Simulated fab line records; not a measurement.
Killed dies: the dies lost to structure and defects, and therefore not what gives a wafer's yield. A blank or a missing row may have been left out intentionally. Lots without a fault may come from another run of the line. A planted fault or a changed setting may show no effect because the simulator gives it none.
fab line records	flow n5Finfet
[record] lots = 24	wafers = 72	lastDay = 19
route steps=1938 shown BEOL_M10@1486
lots with no fault: from the same line, run without faults
startH: start of the lot's first displayed wafer, in hours after the record's first day	waitH: hours from the lot's prior step to this one	" unchanged from the row above	L1.1+2: several wafers, shown together as one row	- no value present, or no start provided	* or withheld: withheld	< > ~ a bound
route shown NAME@n: NAME is a module with steps in the file, n the number in the route of the first one	usual: mean/standard deviation of fault-free wafers	same: alike in all rows	chamber/n: place in a boat	sites: readings site by site	_std_site: standard deviation of those values	_edge_site: outer sites' mean less inner sites'	radiusMm: how far each site lies from the wafer's centre	mask NAME#n: copy n	behind: the tool/chamber that last shaped the wafer	hold: reason for holding the lot/hours on hold/outcome of the hold	device: names the non-switching transistor (n, p or np)	end of line: tests run on the same wafers once the route is complete	where a step has no rows: the recipe by itself	killed: not the wafer's yield, but the dies lost to structure and defects at the first sort	map: a wafer's dies, marking killed ones x, the rest . and places with no die _
set.NAME: the setting as run; set.NAME@STEP: as run at that earlier step	model.NAME: the simulator's own value behind a step, which no gauge read
a sample of lots followed through the steps of the route, with each step as a table and each wafer as a row
services: a tool's chamber out of use, with start hour (startH, from the record's first day; less than 0 if before it), hours out, and reason
[[steps]]
[step N5_BEOL_M10_DESCUM_16]
[recipe] chemistry = O2	timeS = 7.9	sourcePowerW = 50	biasPowerW = 20	pressureMtorr = 20	rfFrequencyHz = 2.712e+07	tempC = 40	resist = CAR-ArF	o2FlowSccm = 225
[usual] drypumpMotorCurrentA = 5.7/0.43	oesProductAu = 0.82/0.063	rfFwdPowerW = 49.35/0.23	rfVppV = 243.3/1.7	showerheadPlenumPTorr = 2.11/0.1	throttleValvePct = 20.45/0.24
[same] timeS = 7.9
lot.wafer	tool	chamber	startH	waitH	drypumpMotorCurrentA	oesProductAu	rfFwdPowerW	rfHoursCounterH	rfVppV	showerheadPlenumPTorr	throttleValvePct
L074.1	rieDiel-01	2	262.36	0.5	5.1	0.88	48.98	36	243.4	2.03	20.05
L074.3	"	3	"	"	6.5	0.85	49.34	60	243.7	2.23	20.73
L074.5	"	1	"	"	5.8	0.85	49.65	-	241.8	2.05	20.45
L076.2	rieDiel-05	1	263.14	0.7	5.6	0.86	49.00	45	242.3	2.03	20.29
L076.3	"	0	"	"	5.5	0.76	49.44	146	239.8	1.93	20.86
L076.5	"	2	"	"	5.6	0.80	49.37	-	246.1	2.22	20.48
L075.1	rieDiel-05	3	264.32	0.4	5.5	0.91	49.60	13	243.3	2.14	20.41
L075.3	"	0	"	"	5.5	0.76	49.27	146	240.1	1.93	20.86
L075.6	"	0	"	"	5.6	0.76	49.29	-	240.2	1.93	20.86
L077.2	rieDiel-03	3	272.13	2.7	6.5	0.69	49.58	217	243.6	2.08	20.41
L077.4	"	2	"	"	5.7	0.97	49.36	1	245.1	2.26	20.44
L077.6	"	3	"	"	6.4	0.69	49.49	-	242.6	2.08	20.41
L078.1	rieDiel-01	2	277.60	0.9	5.1	0.87	49.10	43	242.2	2.02	20.05
L078.4	"	3	"	"	6.5	0.83	49.50	68	244.1	2.22	20.77
L078.6	"	0	"	"	5.6	0.84	49.44	-	243.1	2.02	20.31
L079.1	rieDiel-05	3	289.47	0.6	5.5	0.90	49.43	18	244.5	2.14	20.42
L079.2	"	0	"	"	5.6	0.76	49.28	152	241.1	1.93	20.87
L079.4	"	1	"	"	5.6	0.84	49.17	50	241.3	2.03	20.28
L081.2	rieDiel-03	1	290.66	0.9	5.5	0.83	49.37	90	243.7	2.19	20.47
L081.4	"	0	"	"	5.7	0.88	49.12	37	246.0	2.21	20.04
L081.6	"	2	"	"	5.6	0.93	49.42	-	245.3	2.26	20.47
L080.1	rieDiel-01	1	294.54	0.1	5.8	0.83	49.62	100	243.1	2.05	20.45
L080.3	"	2	"	"	5.1	0.87	49.15	49	242.9	2.02	20.08
L080.4	"	0	"	"	5.6	0.82	49.39	64	242.6	2.02	20.31
L082.1	rieDiel-01	3	297.42	0.0	6.4	0.81	49.43	75	244.4	2.22	20.77
L082.4	"	1	"	"	5.9	0.82	49.27	101	241.9	2.05	20.48
L082.6	"	2	"	"	5.1	0.85	49.18	-	240.8	2.02	20.08
L085.2	rieDiel-03	3	302.75	0.0	6.5	0.68	49.63	231	242.7	2.08	20.42
L085.4	"	0	"	"	5.7	0.87	48.80	42	244.3	2.21	20.07
L085.6	"	0	"	"	5.6	0.88	49.07	-	245.3	2.21	20.06
L083.1	rieDiel-03	2	308.04	0.5	5.6	0.90	49.86	17	244.7	2.25	20.48
L083.2	"	1	"	"	5.4	0.82	49.12	97	245.3	2.19	20.48
L083.5	"	1	"	"	5.4	0.82	49.18	-	243.0	2.19	20.47
L084.2	rieDiel-01	2	321.70	0.0	5.1	0.85	49.23	58	241.8	2.02	20.08
L084.4	"	2	"	"	5.1	0.85	49.23	-	242.4	2.02	20.09
L084.5	"	1	"	"	5.8	0.83	49.35	-	241.6	2.04	20.48
L087.3	rieDiel-05	0	329.94	0.0	5.5	0.74	49.24	165	240.2	1.93	20.87
L087.4	"	1	"	"	5.6	0.83	48.98	65	242.5	2.03	20.30
L087.5	"	0	"	"	5.5	0.74	49.26	-	239.3	1.93	20.89
L086.2	rieDiel-01	2	330.16	0.0	5.1	0.85	49.05	62	244.0	2.02	20.08
L086.4	"	3	"	"	6.5	0.81	49.58	-	245.7	2.22	20.79
L086.5	"	2	"	"	5.1	0.84	49.29	-	242.2	2.02	20.07
L089.1	rieDiel-03	2	330.60	0.0	5.6	0.89	49.55	27	245.6	2.25	20.49
L089.2	"	1	"	"	5.5	0.80	49.36	108	243.9	2.19	20.49
L089.4	"	2	"	"	5.7	0.89	49.55	-	244.5	2.25	20.50
L088.1	rieDiel-03	1	343.06	0.0	5.4	0.80	49.01	112	244.4	2.19	20.52
L088.2	"	0	"	"	5.7	0.86	49.02	49	244.8	2.21	20.07
L088.5	"	2	"	"	5.7	0.88	49.77	-	246.2	2.25	20.52
L090.1	rieDiel-01	1	343.26	0.0	5.8	0.81	49.27	117	241.2	2.04	20.48
L090.4	"	1	"	"	5.8	0.81	49.47	-	241.5	2.04	20.47
L090.6	"	2	"	"	5.1	0.84	49.20	-	241.7	2.02	20.11
L091.1	rieDiel-01	3	367.90	0.0	6.4	0.80	49.31	105	243.9	2.21	20.82
L091.2	"	2	"	"	5.1	0.82	49.09	81	242.8	2.01	20.12
L091.4	"	1	"	"	5.8	0.80	49.52	-	242.2	2.04	20.52
L092.2	rieDiel-05	2	368.33	0.1	5.7	0.77	49.30	122	246.3	2.20	20.52
L092.3	"	0	"	"	5.5	0.72	49.12	179	239.9	1.92	20.89
L092.5	"	2	"	"	5.7	0.77	49.48	-	244.6	2.20	20.51
L093.2	rieDiel-01	1	378.43	0.1	5.8	0.79	49.52	135	240.9	2.03	20.51
L093.4	"	1	"	"	5.8	0.79	49.31	-	240.4	2.03	20.50
L093.6	"	2	"	"	5.1	0.81	49.16	-	242.4	2.01	20.12
L094.3	rieDiel-05	3	378.61	0.0	5.5	0.84	49.53	49	244.1	2.13	20.48
L094.4	"	2	"	"	5.6	0.76	49.50	125	245.2	2.20	20.53
L094.5	"	2	"	"	5.6	0.77	49.47	-	245.4	2.20	20.55
L095.1	rieDiel-03	2	378.80	0.0	5.7	0.86	49.63	45	246.5	2.24	20.52
L095.3	"	3	"	"	6.4	0.96	49.45	3	243.7	2.07	20.09
L095.4	"	1	"	"	5.5	0.79	49.25	125	243.5	2.18	20.53
L096.1	rieDiel-05	3	378.96	0.0	5.5	0.83	49.46	50	244.8	2.13	20.46
L096.3	"	2	"	"	5.7	0.76	49.23	125	243.5	2.20	20.54
L096.4	"	1	"	"	5.6	0.80	48.90	83	240.6	2.02	20.33
L097.1	rieDiel-05	2	394.86	0.0	5.7	0.76	49.24	128	244.2	2.20	20.53
L097.3	"	3	"	"	5.5	0.82	49.77	57	242.9	2.12	20.49
L097.6	"	0	"	"	5.5	0.71	49.32	-	239.2	1.92	20.93
[step N5_BEOL_M10_STRIP_67]
[recipe] chemistry = CF4	resist = SiARC	powerW = 300	biasPowerW = 75	pressureMtorr = 50	cf4FlowSccm = 150	rfFrequencyHz = 6e+07
[usual] drypumpMotorCurrentA = 5.7/0.42	oesProductAu = 0.82/0.061	rfVppV = 271.3/1.9	showerheadPlenumPTorr = 1.81/0.081	throttleValvePct = 13.55/0.19
lot.wafer	tool	chamber	startH	waitH	drypumpMotorCurrentA	oesProductAu	rfHoursCounterH	rfVppV	showerheadPlenumPTorr	throttleValvePct
L074.1	rieDiel-01	2	262.59	0.0	5.1	0.88	36	270.4	1.76	13.31
L074.3	"	3	"	"	6.5	0.83	60	273.1	1.91	13.77
L074.5	"	1	"	"	5.8	0.84	-	269.8	1.75	13.43
L076.2	rieDiel-05	1	263.38	0.0	5.5	0.86	45	269.7	1.76	13.45
L076.3	"	0	"	"	5.5	0.76	146	268.6	1.65	13.85
L076.5	"	2	"	"	5.6	0.81	-	272.7	1.89	13.53
L075.1	rieDiel-05	3	264.55	0.0	5.5	0.92	13	271.9	1.84	13.51
L075.3	"	0	"	"	5.5	0.76	147	267.9	1.65	13.86
L075.6	"	0	"	"	5.5	0.77	-	267.6	1.65	13.86
L077.2	rieDiel-03	3	272.36	0.0	6.4	0.70	217	269.6	1.77	13.57
L077.4	"	2	"	"	5.7	0.98	1	274.0	1.90	13.34
L077.6	"	3	"	"	6.4	0.69	-	270.8	1.77	13.59
L078.1	rieDiel-01	2	277.83	0.0	5.1	0.87	43	270.1	1.75	13.30
L078.4	"	3	"	"	6.5	0.83	68	272.5	1.90	13.81
L078.6	"	0	"	"	5.6	0.84	-	270.1	1.75	13.50
L079.1	rieDiel-05	3	289.70	0.0	5.5	0.90	18	272.3	1.84	13.53
L079.2	"	0	"	"	5.5	0.75	152	268.5	1.64	13.88
L079.4	"	1	"	"	5.5	0.85	51	271.4	1.76	13.45
L081.2	rieDiel-03	1	290.89	0.0	5.4	0.82	90	272.7	1.86	13.47
L081.4	"	0	"	"	5.7	0.87	37	273.6	1.92	13.28
L081.6	"	2	"	"	5.6	0.93	-	274.1	1.89	13.37
L080.1	rieDiel-01	1	294.78	0.0	5.8	0.83	100	270.0	1.75	13.48
L080.3	"	2	"	"	5.1	0.86	49	270.1	1.75	13.33
L080.4	"	0	"	"	5.6	0.83	64	271.1	1.74	13.53
L082.1	rieDiel-01	3	297.65	0.0	6.4	0.83	75	272.9	1.90	13.81
L082.4	"	1	"	"	5.9	0.83	101	268.1	1.75	13.47
L082.6	"	2	"	"	5.1	0.84	-	269.6	1.75	13.32
L085.2	rieDiel-03	3	302.98	0.0	6.5	0.68	231	271.0	1.77	13.60
L085.4	"	0	"	"	5.6	0.86	42	273.0	1.91	13.28
L085.6	"	0	"	"	5.6	0.87	-	274.1	1.91	13.29
L083.1	rieDiel-03	2	308.27	0.0	5.6	0.91	17	272.8	1.89	13.36
L083.2	"	1	"	"	5.4	0.81	97	273.2	1.86	13.51
L083.5	"	1	"	"	5.5	0.82	-	273.3	1.86	13.51
L084.2	rieDiel-01	2	321.93	0.0	5.1	0.84	58	269.3	1.75	13.34
L084.4	"	2	"	"	5.1	0.85	-	271.7	1.75	13.37
L084.5	"	1	"	"	5.8	0.82	-	271.0	1.75	13.50
L087.3	rieDiel-05	0	330.17	0.0	5.5	0.75	165	268.5	1.64	13.92
L087.4	"	1	"	"	5.6	0.83	66	268.7	1.75	13.50
L087.5	"	0	"	"	5.6	0.75	-	267.9	1.64	13.92
L086.2	rieDiel-01	2	330.50	0.0	5.1	0.84	62	269.2	1.75	13.37
L086.4	"	3	"	"	6.4	0.80	-	272.8	1.90	13.83
L086.5	"	2	"	"	5.1	0.84	-	271.1	1.75	13.36
L089.1	rieDiel-03	2	330.83	0.0	5.7	0.89	27	273.9	1.89	13.39
L089.2	"	1	"	"	5.4	0.81	108	272.2	1.86	13.54
L089.4	"	2	"	"	5.7	0.89	-	273.0	1.89	13.38
L088.1	rieDiel-03	1	343.30	0.0	5.5	0.80	112	272.1	1.86	13.55
L088.2	"	0	"	"	5.6	0.86	49	273.8	1.91	13.31
L088.5	"	2	"	"	5.7	0.89	-	274.4	1.89	13.42
L090.1	rieDiel-01	1	343.49	0.0	5.8	0.81	117	269.0	1.74	13.52
L090.4	"	1	"	"	5.8	0.80	-	269.2	1.74	13.52
L090.6	"	2	"	"	5.1	0.84	-	269.7	1.75	13.37
L091.1	rieDiel-01	3	368.13	0.0	6.5	0.79	105	272.5	1.89	13.88
L091.2	"	2	"	"	5.1	0.82	81	269.8	1.74	13.40
L091.4	"	1	"	"	5.8	0.79	-	269.2	1.74	13.54
L092.2	rieDiel-05	2	368.56	0.0	5.7	0.78	123	272.5	1.88	13.61
L092.3	"	0	"	"	5.5	0.73	179	266.8	1.64	13.95
L092.5	"	2	"	"	5.7	0.78	-	271.4	1.88	13.61
L093.2	rieDiel-01	1	378.66	0.0	5.8	0.79	135	269.6	1.74	13.54
L093.4	"	1	"	"	5.8	0.80	-	269.2	1.74	13.53
L093.6	"	2	"	"	5.0	0.81	-	271.2	1.74	13.40
L094.3	rieDiel-05	3	378.84	0.0	5.5	0.84	50	271.5	1.83	13.60
L094.4	"	2	"	"	5.6	0.78	125	272.0	1.88	13.61
L094.5	"	2	"	"	5.7	0.77	-	272.5	1.88	13.60
L095.1	rieDiel-03	2	379.03	0.0	5.7	0.86	45	272.9	1.88	13.46
L095.3	"	3	"	"	6.4	0.96	3	269.4	1.76	13.08
L095.4	"	1	"	"	5.5	0.79	125	273.2	1.85	13.59
L096.1	rieDiel-05	3	379.19	0.0	5.5	0.84	50	271.9	1.83	13.59
L096.3	"	2	"	"	5.6	0.78	125	272.5	1.88	13.63
L096.4	"	1	"	"	5.5	0.81	84	269.0	1.75	13.53
L097.1	rieDiel-05	2	395.09	0.0	5.7	0.78	128	271.7	1.88	13.61
L097.3	"	3	"	"	5.5	0.83	57	271.3	1.83	13.62
L097.6	"	0	"	"	5.5	0.73	-	267.9	1.63	13.96
[step N5_BEOL_M10_INSPECT_30]
[recipe] mode = adi	inspectInstrument = brightfield
[usual] rawDefectCount = 406/84
lot.wafer	tool	chamber	startH	waitH	rawDefectCount
L076.2	defectInspect-01	-	265.22	0.0	322
L076.3	"	-	"	"	339
L076.5	"	-	"	"	360
L074.1	defectInspect-01	-	265.39	0.0	404
L074.3	"	-	"	"	395
L074.5	"	-	"	"	368
L075.1	defectInspect-01	-	265.56	0.0	379
L075.3	"	-	"	"	299
L075.6	"	-	"	"	294
L077.2	defectInspect-01	-	273.50	0.0	381
L077.4	"	-	"	"	363
L077.6	"	-	"	"	291
L078.1	defectInspect-01	-	280.94	0.0	415
L078.4	"	-	"	"	352
L078.6	"	-	"	"	234
L079.1	defectInspect-02	-	290.51	0.0	547
L079.2	"	-	"	"	335
L079.4	"	-	"	"	482
L081.2	defectInspect-01	-	293.28	0.0	408
L081.4	"	-	"	"	495
L081.6	"	-	"	"	408
L080.1	defectInspect-01	-	295.53	0.0	589
L080.3	"	-	"	"	401
L080.4	"	-	"	"	426
L082.1	defectInspect-01	-	301.62	0.0	461
L082.4	"	-	"	"	603
L082.6	"	-	"	"	362
L085.2	defectInspect-02	-	304.03	0.0	472
L085.4	"	-	"	"	448
L085.6	"	-	"	"	452
L083.1	defectInspect-02	-	309.70	0.0	371
L083.2	"	-	"	"	376
L083.5	"	-	"	"	467
L084.2	defectInspect-01	-	324.02	0.0	285
L084.4	"	-	"	"	256
L084.5	"	-	"	"	292
L087.3	defectInspect-02	-	330.86	0.0	341
L087.4	"	-	"	"	312
L087.5	"	-	"	"	320
L089.1	defectInspect-02	-	332.79	0.0	476
L089.2	"	-	"	"	561
L089.4	"	-	"	"	310
L086.2	defectInspect-01	-	332.96	0.0	558
L086.4	"	-	"	"	469
L086.5	"	-	"	"	414
L088.1	defectInspect-02	-	346.26	0.0	375
L088.2	"	-	"	"	478
L088.5	"	-	"	"	427
L090.1	defectInspect-02	-	346.43	0.0	340
L090.4	"	-	"	"	376
L090.6	"	-	"	"	421
L092.2	defectInspect-02	-	370.53	0.0	460
L092.3	"	-	"	"	431
L092.5	"	-	"	"	406
L091.1	defectInspect-01	-	370.70	0.0	432
L091.2	"	-	"	"	311
L091.4	"	-	"	"	407
L094.3	defectInspect-02	-	381.48	0.0	279
L094.4	"	-	"	"	351
L094.5	"	-	"	"	279
L095.1	defectInspect-01	-	381.90	0.0	400
L095.3	"	-	"	"	457
L095.4	"	-	"	"	452
L096.1	defectInspect-01	-	382.07	0.0	275
L096.3	"	-	"	"	450
L096.4	"	-	"	"	358
L093.2	defectInspect-02	-	382.25	0.0	482
L093.4	"	-	"	"	371
L093.6	"	-	"	"	404
L097.1	defectInspect-02	-	396.24	0.0	340
L097.3	"	-	"	"	389
L097.6	"	-	"	"	386
[step N5_BEOL_M10_DESCUM_33]
[recipe] chemistry = O2	timeS = 7.9	sourcePowerW = 50	biasPowerW = 20	pressureMtorr = 20	rfFrequencyHz = 2.712e+07	tempC = 40	resist = CAR-ArF	o2FlowSccm = 225
[usual] drypumpMotorCurrentA = 5.7/0.33	oesProductAu = 0.82/0.07	rfFwdPowerW = 49.37/0.25	rfVppV = 243.4/1.7	showerheadPlenumPTorr = 2.12/0.1	throttleValvePct = 20.44/0.21
[same] timeS = 7.9
lot.wafer	tool	chamber	startH	waitH	drypumpMotorCurrentA	oesProductAu	rfFwdPowerW	rfHoursCounterH	rfVppV	showerheadPlenumPTorr	throttleValvePct
L076.2	rieDiel-01	2	265.71	0.5	5.1	0.89	49.13	37	242.0	2.03	20.06
L076.3	"	3	"	"	6.5	0.84	49.48	62	245.1	2.22	20.73
L076.5	"	3	"	"	6.5	0.85	49.39	-	244.0	2.22	20.73
L074.1	rieDiel-01	1	266.65	1.3	5.8	0.84	49.47	89	241.5	2.05	20.46
L074.3	"	2	"	"	5.1	0.89	49.03	37	242.1	2.03	20.06
L074.5	"	0	"	"	5.6	0.85	49.63	-	241.2	2.02	20.29
L075.1	rieDiel-01	2	267.57	2.0	5.1	0.88	48.96	38	243.6	2.03	20.06
L075.3	"	1	"	"	5.9	0.85	49.62	89	242.3	2.05	20.45
L075.6	"	2	"	"	5.1	0.88	49.13	-	241.4	2.03	20.06
L077.2	rieDiel-03	2	275.53	2.0	5.7	0.97	49.57	2	247.0	2.26	20.46
L077.4	"	0	"	"	5.6	0.89	49.07	29	246.1	2.21	20.04
L077.6	"	2	"	"	5.7	0.95	49.68	-	245.4	2.26	20.45
L078.1	rieDiel-03	1	280.97	0.0	5.4	0.83	49.09	85	243.5	2.19	20.48
L078.4	"	0	"	"	5.6	0.89	48.90	32	246.4	2.21	20.06
L078.6	"	3	"	"	6.4	0.68	49.88	-	241.6	2.08	20.42
L079.1	rieDiel-05	2	291.63	1.1	5.6	0.80	49.38	94	244.3	2.21	20.48
L079.2	"	0	"	"	5.5	0.76	49.39	153	240.0	1.93	20.86
L079.4	"	1	"	"	5.6	0.85	49.25	52	241.4	2.03	20.28
L081.2	rieDiel-03	3	293.86	0.6	6.4	0.68	49.45	228	241.3	2.08	20.39
L081.4	"	2	"	"	5.7	0.93	49.67	11	244.8	2.25	20.46
L081.6	"	0	"	"	5.6	0.87	48.95	-	245.4	2.21	20.04
L080.1	rieDiel-05	3	295.56	0.0	5.5	0.89	49.53	21	243.8	2.14	20.42
L080.3	"	1	"	"	5.6	0.84	49.07	54	242.9	2.03	20.28
L080.4	"	1	"	"	5.6	0.83	49.21	-	243.5	2.03	20.28
L082.1	rieDiel-03	0	301.66	0.0	5.6	0.87	49.07	41	245.6	2.21	20.07
L082.4	"	2	"	"	5.6	0.92	49.56	14	244.6	2.25	20.47
L082.6	"	1	"	"	5.4	0.82	49.14	-	243.5	2.19	20.49
L085.2	rieDiel-05	0	304.06	0.0	5.6	0.74	48.99	155	241.2	1.93	20.86
L085.4	"	2	"	"	5.7	0.79	49.71	99	243.3	2.21	20.48
L085.6	"	0	"	"	5.6	0.74	49.30	-	240.1	1.93	20.86
L083.1	rieDiel-05	3	309.73	0.0	5.5	0.88	49.49	26	241.7	2.14	20.43
L083.2	"	0	"	"	5.5	0.75	49.35	158	241.0	1.93	20.87
L083.5	"	2	"	"	5.6	0.79	49.79	-	245.6	2.21	20.51
L084.2	rieDiel-03	1	324.06	0.0	5.4	0.80	49.09	105	245.2	2.19	20.50
L084.4	"	3	"	"	6.4	0.67	49.53	-	244.3	2.07	20.43
L084.5	"	1	"	"	5.4	0.81	49.33	-	244.3	2.19	20.49
L087.3	rieDiel-03	2	330.91	0.0	5.6	0.89	49.63	27	245.2	2.25	20.49
L087.4	"	2	"	"	5.6	0.89	49.65	-	243.2	2.25	20.50
L087.5	"	1	"	"	5.5	0.82	49.08	-	245.5	2.19	20.49
L089.1	rieDiel-03	0	332.82	0.0	5.6	0.86	49.21	46	243.5	2.21	20.05
L089.2	"	2	"	"	5.7	0.89	49.26	28	245.1	2.25	20.50
L089.4	"	3	"	"	6.5	0.66	49.66	243	242.7	2.07	20.45
L086.2	rieDiel-05	0	333.04	0.1	5.5	0.73	49.18	166	240.4	1.93	20.90
L086.4	"	3	"	"	5.5	0.85	49.82	34	244.5	2.13	20.45
L086.5	"	2	"	"	5.7	0.78	49.40	-	243.1	2.21	20.52
L088.1	rieDiel-03	2	346.68	0.4	5.7	0.87	49.63	33	244.7	2.25	20.50
L088.2	"	3	"	"	6.4	0.66	49.69	250	243.3	2.07	20.45
L088.5	"	1	"	"	5.5	0.80	49.22	-	245.2	2.18	20.49
L090.1	rieDiel-05	3	346.78	0.3	5.5	0.86	49.80	40	245.0	2.13	20.46
L090.4	"	1	"	"	5.6	0.82	49.08	73	240.0	2.02	20.30
L090.6	"	2	"	"	5.6	0.78	49.49	-	241.8	2.21	20.52
L092.2	rieDiel-05	1	370.57	0.0	5.6	0.81	49.50	81	241.1	2.02	20.33
L092.3	"	3	"	"	5.5	0.84	49.75	47	244.1	2.13	20.47
L092.5	"	2	"	"	5.7	0.77	49.27	-	245.4	2.20	20.54
L091.1	rieDiel-03	1	370.73	0.0	5.4	0.80	49.29	122	244.9	2.18	20.53
L091.2	"	0	"	"	5.6	0.84	49.15	60	246.0	2.20	20.10
L091.4	"	2	"	"	5.6	0.87	49.57	42	245.8	2.24	20.51
L094.3	rieDiel-03	1	381.53	0.1	5.4	0.79	48.99	125	243.9	2.18	20.53
L094.4	"	3	"	"	6.4	0.95	49.84	3	242.4	2.07	20.07
L094.5	"	1	"	"	5.5	0.78	48.97	-	245.3	2.18	20.52
L095.1	rieDiel-05	0	381.94	0.0	5.5	0.73	49.23	183	240.0	1.92	20.91
L095.3	"	1	"	"	5.5	0.80	49.26	84	241.3	2.02	20.34
L095.4	"	0	"	"	5.5	0.74	49.06	-	239.7	1.92	20.91
L096.1	rieDiel-03	2	382.11	0.0	5.6	0.85	49.23	46	245.8	2.24	20.52
L096.3	"	1	"	"	5.4	0.79	49.20	125	244.9	2.18	20.52
L096.4	"	0	"	"	5.6	0.84	49.02	63	244.4	2.20	20.10
L093.2	rieDiel-05	1	382.66	0.4	5.6	0.80	49.16	85	242.1	2.02	20.32
L093.4	"	3	"	"	5.5	0.83	49.32	-	243.7	2.13	20.47
L093.6	"	1	"	"	5.6	0.80	49.31	-	241.5	2.02	20.33
L097.1	rieDiel-05	3	396.40	0.2	5.5	0.82	49.43	58	243.6	2.12	20.48
L097.3	"	0	"	"	5.5	0.72	49.26	191	241.4	1.92	20.92
L097.6	"	3	"	"	5.5	0.82	49.30	-	243.2	2.12	20.48
[step N5_BEOL_M10_OCD_MEAS_38]
[usual] trenchDepthNm = 148.7/2.9
lot.wafer	tool	chamber	startH	waitH	trenchDepthNm
L076.2	ocd-01	-	266.20	-	151.4
L076.3	"	-	"	"	151.0
L076.5	"	-	"	"	152.5
L074.1	ocd-01	-	267.14	-	153.2
L074.3	"	-	"	"	152.4
L074.5	"	-	"	"	147.0
L075.1	ocd-02	-	268.06	-	151.3
L075.3	"	-	"	"	151.0
L075.6	"	-	"	"	150.4
L077.2	ocd-02	-	276.02	-	145.5
L077.4	"	-	"	"	151.4
L077.6	"	-	"	"	146.0
L078.1	ocd-01	-	281.46	-	151.3
L078.4	"	-	"	"	150.4
L078.6	"	-	"	"	151.1
L079.1	ocd-02	-	292.12	-	146.0
L079.2	"	-	"	"	145.6
L079.4	"	-	"	"	145.2
L081.2	ocd-02	-	294.35	-	150.9
L081.4	"	-	"	"	144.0
L081.6	"	-	"	"	151.0
L080.1	ocd-02	-	296.06	-	150.4
L080.3	"	-	"	"	145.7
L080.4	"	-	"	"	145.2
L082.1	ocd-01	-	302.15	-	150.3
L082.4	"	-	"	"	143.9
L082.6	"	-	"	"	150.5
L085.2	ocd-02	-	304.56	-	145.9
L085.4	"	-	"	"	146.8
L085.6	"	-	"	"	145.7
L083.1	ocd-01	-	310.24	-	153.1
L083.2	"	-	"	"	146.3
L083.5	"	-	"	"	143.5
L084.2	ocd-02	-	324.55	-	151.8
L084.4	"	-	"	"	150.8
L084.5	"	-	"	"	153.8
L087.3	ocd-02	-	331.41	-	145.0
L087.4	"	-	"	"	144.3
L087.5	"	-	"	"	151.0
L089.1	ocd-02	-	333.31	-	152.9
L089.2	"	-	"	"	145.8
L089.4	"	-	"	"	151.8
L086.2	ocd-01	-	333.54	-	146.4
L086.4	"	-	"	"	152.7
L086.5	"	-	"	"	147.3
L088.1	ocd-01	-	347.17	-	144.9
L088.2	"	-	"	"	148.8
L088.5	"	-	"	"	151.2
L090.1	ocd-02	-	347.27	-	150.8
L090.4	"	-	"	"	146.3
L090.6	"	-	"	"	146.5
L092.2	ocd-01	-	371.06	-	146.2
L092.3	"	-	"	"	148.6
L092.5	"	-	"	"	144.3
L091.1	ocd-01	-	371.22	-	150.4
L091.2	"	-	"	"	146.2
L091.4	"	-	"	"	145.3
L094.3	ocd-02	-	382.03	-	152.1
L094.4	"	-	"	"	152.9
L094.5	"	-	"	"	152.7
L095.1	ocd-02	-	382.43	-	146.5
L095.3	"	-	"	"	145.1
L095.4	"	-	"	"	146.9
L096.1	ocd-02	-	382.60	-	145.8
L096.3	"	-	"	"	151.7
L096.4	"	-	"	"	150.8
L093.2	ocd-01	-	383.16	-	147.3
L093.4	"	-	"	"	150.7
L093.6	"	-	"	"	146.8
L097.1	ocd-01	-	396.89	-	149.1
L097.3	"	-	"	"	145.9
L097.6	"	-	"	"	150.5
[step N5_BEOL_M10_INSPECT_58]
[recipe] inspectInstrument = darkfield	mode = postDep
[usual] rawDefectCount = 69/22
lot.wafer	tool	chamber	startH	waitH	rawDefectCount
L076.2	defectInspect-01	-	269.56	0.0	30
L076.3	"	-	"	"	49
L076.5	"	-	"	"	68
L074.1	defectInspect-02	-	270.53	0.0	98
L074.3	"	-	"	"	111
L074.5	"	-	"	"	87
L075.1	defectInspect-02	-	271.20	0.0	58
L075.3	"	-	"	"	79
L075.6	"	-	"	"	86
L077.2	defectInspect-01	-	278.11	0.0	63
L077.4	"	-	"	"	77
L077.6	"	-	"	"	98
L078.1	defectInspect-02	-	284.94	0.0	84
L078.4	"	-	"	"	110
L078.6	"	-	"	"	151
L079.1	defectInspect-02	-	295.62	0.0	55
L079.2	"	-	"	"	42
L079.4	"	-	"	"	59
L081.2	defectInspect-01	-	297.06	0.0	41
L081.4	"	-	"	"	96
L081.6	"	-	"	"	38
L080.1	defectInspect-01	-	298.79	0.0	28
L080.3	"	-	"	"	43
L080.4	"	-	"	"	44
L082.1	defectInspect-02	-	306.02	0.0	56
L082.4	"	-	"	"	35
L082.6	"	-	"	"	41
L085.2	defectInspect-02	-	307.89	0.0	54
L085.4	"	-	"	"	59
L085.6	"	-	"	"	116
L083.1	defectInspect-01	-	312.75	0.0	78
L083.2	"	-	"	"	76
L083.5	"	-	"	"	51
L084.2	defectInspect-01	-	327.47	0.0	76
L084.4	"	-	"	"	93
L084.5	"	-	"	"	53
L087.3	defectInspect-01	-	334.65	0.0	59
L087.4	"	-	"	"	61
L087.5	"	-	"	"	60
L089.1	defectInspect-01	-	336.25	0.0	82
L089.2	"	-	"	"	47
L089.4	"	-	"	"	117
L086.2	defectInspect-01	-	336.48	0.0	69
L086.4	"	-	"	"	73
L086.5	"	-	"	"	60
L088.1	defectInspect-01	-	349.62	0.0	90
L088.2	"	-	"	"	62
L088.5	"	-	"	"	87
L090.1	defectInspect-02	-	350.46	0.0	58
L090.4	"	-	"	"	81
L090.6	"	-	"	"	44
L092.2	defectInspect-02	-	373.52	0.0	120
L092.3	"	-	"	"	67
L092.5	"	-	"	"	66
L091.1	defectInspect-01	-	374.04	0.0	87
L091.2	"	-	"	"	74
L091.4	"	-	"	"	72
L094.3	defectInspect-02	-	384.27	0.0	77
L094.4	"	-	"	"	87
L094.5	"	-	"	"	91
L095.1	defectInspect-02	-	384.62	0.0	64
L095.3	"	-	"	"	88
L095.4	"	-	"	"	95
L096.1	defectInspect-01	-	385.47	0.0	53
L096.3	"	-	"	"	56
L096.4	"	-	"	"	79
L093.2	defectInspect-02	-	385.88	0.0	83
L093.4	"	-	"	"	45
L093.6	"	-	"	"	59
L097.1	defectInspect-01	-	399.85	0.0	42
L097.3	"	-	"	"	46
L097.6	"	-	"	"	62
[[services]]
tool	chamber	startH	hours	kind
rieDiel-03	2	243.45	-	clean
rieDiel-03	2	243.45	-	consumableReplace:focusRing
rieDiel-03	2	243.45	-	consumableReplace:showerhead
rieDiel-03	2	243.45	24.1	scheduledDown
rieDiel-03	2	243.45	24.1	ventCycle
rieDiel-03	-	255.51	15.6	pm
rieDiel-05	-	266.94	15.6	pm
rieDiel-01	-	288.94	2.8	pm
rieDiel-05	0	293.56	3.4	repair
rieDiel-03	3	348.27	-	clean
rieDiel-03	3	348.27	-	consumableReplace:focusRing
rieDiel-03	3	348.27	19.9	scheduledDown
rieDiel-03	3	348.27	19.9	ventCycle
rieDiel-05	2	381.55	8.7	repair
rieDiel-01	2	385.76	11.6	repair
[[key]]
fault none
